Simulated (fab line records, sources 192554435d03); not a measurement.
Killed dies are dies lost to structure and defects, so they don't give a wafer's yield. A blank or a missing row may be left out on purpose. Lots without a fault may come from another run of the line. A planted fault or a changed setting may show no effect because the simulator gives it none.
Chamber matching | flow n5_finfet | N5_BEOL_M6_DEP_56 on pecvd-04: 3 sister chambers
The step deposits SiCN from 3MS/NH3, target thk 10 nm, time 17.5 s. 18 wafers are shown with their chamber, then 9 later ones without.

WAFERS WITH THEIR CHAMBER
wafer  | chamber | throttle_valve_pct (%) | showerhead_plenum_p_Torr (Torr) | chamber_pressure_Torr (Torr)
L074.1 | 0       | 9.2                    | 3.659                           | 3.003
L074.4 | 1       | 10.5                   | 3.661                           | 2.997
L074.6 | 2       | 8.8                    | 3.674                           | 3.002
L075.1 | 0       | 8.9                    | 3.661                           | 3.001
L075.2 | 1       | 10.2                   | 3.666                           | 3.002
L075.4 | 0       | 9.1                    | 3.661                           | 3.000
L086.3 | 1       | 10.2                   | 3.660                           | 3.004
L086.4 | 2       | 8.2                    | 3.668                           | 3.003
L086.6 | 0       | 9.2                    | 3.659                           | 3.006
L089.1 | 1       | 10.4                   | 3.660                           | 2.992
L089.3 | 0       | 8.8                    | 3.659                           | 2.996
L089.4 | 1       | 10.3                   | 3.654                           | 2.993
L090.2 | 2       | 7.9                    | 3.664                           | 3.003
L090.5 | 2       | 8.3                    | 3.663                           | 2.994
L090.6 | 1       | 10.3                   | 3.664                           | 3.004
L091.1 | 1       | 10.6                   | 3.653                           | 3.011
L091.4 | 1       | 10.2                   | 3.663                           | 3.003
L091.5 | 0       | 9.0                    | 3.655                           | 2.994

SIGNATURES (means of the wafers above)
reading                  | chamber 0 | chamber 1 | chamber 2 | scatter within a chamber
throttle_valve_pct       | 9.033     | 10.338    | 8.300     | 0.218
showerhead_plenum_p_Torr | 3.65900   | 3.66012   | 3.66725   | 0.00405
chamber_pressure_Torr    | 3.00000   | 3.00075   | 3.00050   | 0.00541
Rule: a wafer's distance from a chamber is the root of the sum, over the readings, of the square of ((its reading less the chamber's mean) divided by the reading's scatter). The wafer belongs to the nearest chamber; if the next one is less than 2 further off, it can't be placed. The scatter: the root of (the sum of the squares of (reading less its chamber's mean) over the shown wafers, divided by (wafers less chambers)).

WAFERS WITHOUT THEIR CHAMBER
wafer  | throttle_valve_pct (%) | showerhead_plenum_p_Torr (Torr) | chamber_pressure_Torr (Torr)
L095.1 | 10.4                   | 3.667                           | 2.998
L095.2 | 9.0                    | 3.665                           | 3.004
L095.3 | 8.2                    | 3.671                           | 3.007
L094.2 | 9.1                    | 3.657                           | 3.006
L094.3 | 10.4                   | 3.662                           | 3.013
L094.6 | 9.2                    | 3.657                           | 2.997
L097.2 | 8.1                    | 3.667                           | 3.006
L097.4 | 10.6                   | 3.660                           | 3.001
L097.5 | 9.2                    | 3.655                           | 2.995

WHICH CHAMBER EACH WENT THROUGH
wafer  | from the rows above     | in truth
L095.1 | 1                       | 1
L095.2 | can't be placed: 0 or 2 | 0
L095.3 | 2                       | 2
L094.2 | 0                       | 0
L094.3 | 1                       | 1
L094.6 | 0                       | 0
L097.2 | 2                       | 2
L097.4 | 1                       | 1
L097.5 | 0                       | 0
Placed correctly: 8 of 9. Can't be placed from these rows: 1 (the true chamber is among the candidates in 1). Placed wrongly: 0.
